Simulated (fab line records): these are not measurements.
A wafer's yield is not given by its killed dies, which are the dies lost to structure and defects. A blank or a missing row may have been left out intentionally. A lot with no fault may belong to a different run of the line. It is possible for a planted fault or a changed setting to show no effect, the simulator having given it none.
Matching of chambers -- flow n5-finfet -- N5_BEOL_M9_CURE_72 on uv-cure-03 has 3 sister chambers
The step cures SiCOH lowk, time 120 s. 6 wafers are shown with their chamber, then 9 later ones without.

## WAFERS PAIRED WITH THEIR CHAMBERS
wafer,chamber,wafer_temp_C_max,lamp-power-pct (%)
L075.4,2,372.3,52.29
L075.6,2,372.6,52.31
L076.5,1,372.7,52.21
L076.6,1,372.0,52.26
L086.2,0,371.9,52.40
L086.4,0,371.8,52.23

## WAFERS MISSING THEIR CHAMBER
wafer,wafer_temp_C_max,lamp-power-pct (%)
L087.4,371.6,52.34
L087.5,372.4,52.30
L087.6,372.3,52.41
L089.1,371.5,52.34
L089.3,371.6,52.35
L089.5,371.7,52.40
L096.3,372.8,52.29
L096.5,371.9,52.35
L096.6,372.5,52.27

## WHICH CHAMBER EACH ONE RAN IN
wafer,from the rows above,in truth
L087.4,can't be placed: 0 or 2 or 1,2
L087.5,can't be placed: 2 or 1 or 0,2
L087.6,can't be placed: 2 or 0 or 1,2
L089.1,can't be placed: 0 or 1 or 2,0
L089.3,can't be placed: 0 or 2 or 1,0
L089.5,can't be placed: 0 or 2 or 1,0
L096.3,can't be placed: 2 or 1 or 0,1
L096.5,can't be placed: 0 or 2 or 1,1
L096.6,can't be placed: 2 or 1 or 0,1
0 of 9 placed correctly. Unplaceable from these rows: 9, with the true chamber sitting among the candidates in 9. Number placed wrongly: 0.
How it was worked out, from the rows above alone: a wafer's distance from a chamber is the root of the sum, over the readings, of the square of ((its reading less the chamber's mean) divided by the reading's scatter). If the next closest chamber is less than 2 further off than the closest, the wafer can't be placed; otherwise it belongs to the closest. For every chamber, the mean is computed from those of its wafers that are shown. How the scatter is found: for the shown wafers, subtract from each reading the mean of its chamber, square and add these, divide the total by (wafers less chambers), then take the root.
